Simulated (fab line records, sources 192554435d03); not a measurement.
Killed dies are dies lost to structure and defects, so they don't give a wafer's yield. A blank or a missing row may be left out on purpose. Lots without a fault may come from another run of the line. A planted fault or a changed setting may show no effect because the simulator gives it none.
Chamber matching | flow n5_finfet | N5_STI_FIN_REVEAL_ALD_00 on ald_sin-01: 4 sister chambers
The step deposits SiO2, target thk 1 nm, pulse time 1 s. 14 wafers are shown with their chamber, then 7 later ones without.

WAFERS WITH THEIR CHAMBER
wafer  | chamber | heater_power_w (W) | precursor_pulse_height_rel
L401.3 | 2       | 439                | 1.018
L401.4 | 0       | 495                | 0.997
L401.5 | 1       | 487                | 0.968
L402.2 | 0       | 509                | 0.990
L402.3 | 1       | 496                | 0.994
L402.6 | 3       | 511                | 0.966
L403.2 | 3       | 495                | 0.966
L403.3 | 2       | 423                | 1.006
L403.4 | 0       | 499                | 0.989
L405.1 | 3       | 499                | 0.994
L405.5 | 0       | 499                | 1.020
L405.6 | 3       | 505                | 1.010
L406.1 | 2       | 432                | 0.991
L406.2 | 1       | 487                | 1.011

SIGNATURES (means of the wafers above)
reading                    | chamber 0 | chamber 1 | chamber 2 | chamber 3 | scatter within a chamber
heater_power_w             | 500.50    | 490.00    | 431.33    | 502.50    | 6.61
precursor_pulse_height_rel | 0.99900   | 0.99100   | 1.00500   | 0.98400   | 0.0183
Rule: a wafer's distance from a chamber is the root of the sum, over the readings, of the square of ((its reading less the chamber's mean) divided by the reading's scatter). The wafer belongs to the nearest chamber; if the next one is less than 2 further off, it can't be placed. The scatter: the root of (the sum of the squares of (reading less its chamber's mean) over the shown wafers, divided by (wafers less chambers)).

WAFERS WITHOUT THEIR CHAMBER
wafer  | heater_power_w (W) | precursor_pulse_height_rel
L406.4 | 499                | 1.002
L415.3 | 426                | 0.970
L415.4 | 480                | 1.023
L415.6 | 502                | 0.968
L417.1 | 498                | 0.962
L417.4 | 507                | 1.007
L417.6 | 521                | 0.975

WHICH CHAMBER EACH WENT THROUGH
wafer  | from the rows above          | in truth
L406.4 | can't be placed: 0 or 3 or 1 | 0
L415.3 | 2                            | 2
L415.4 | can't be placed: 1 or 0 or 3 | 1
L415.6 | can't be placed: 3 or 0 or 1 | 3
L417.1 | can't be placed: 3 or 1 or 0 | 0
L417.4 | can't be placed: 0 or 3 or 1 | 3
L417.6 | can't be placed: 3 or 0 or 1 | 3
Placed correctly: 1 of 7. Can't be placed from these rows: 6 (the true chamber is among the candidates in 6). Placed wrongly: 0.
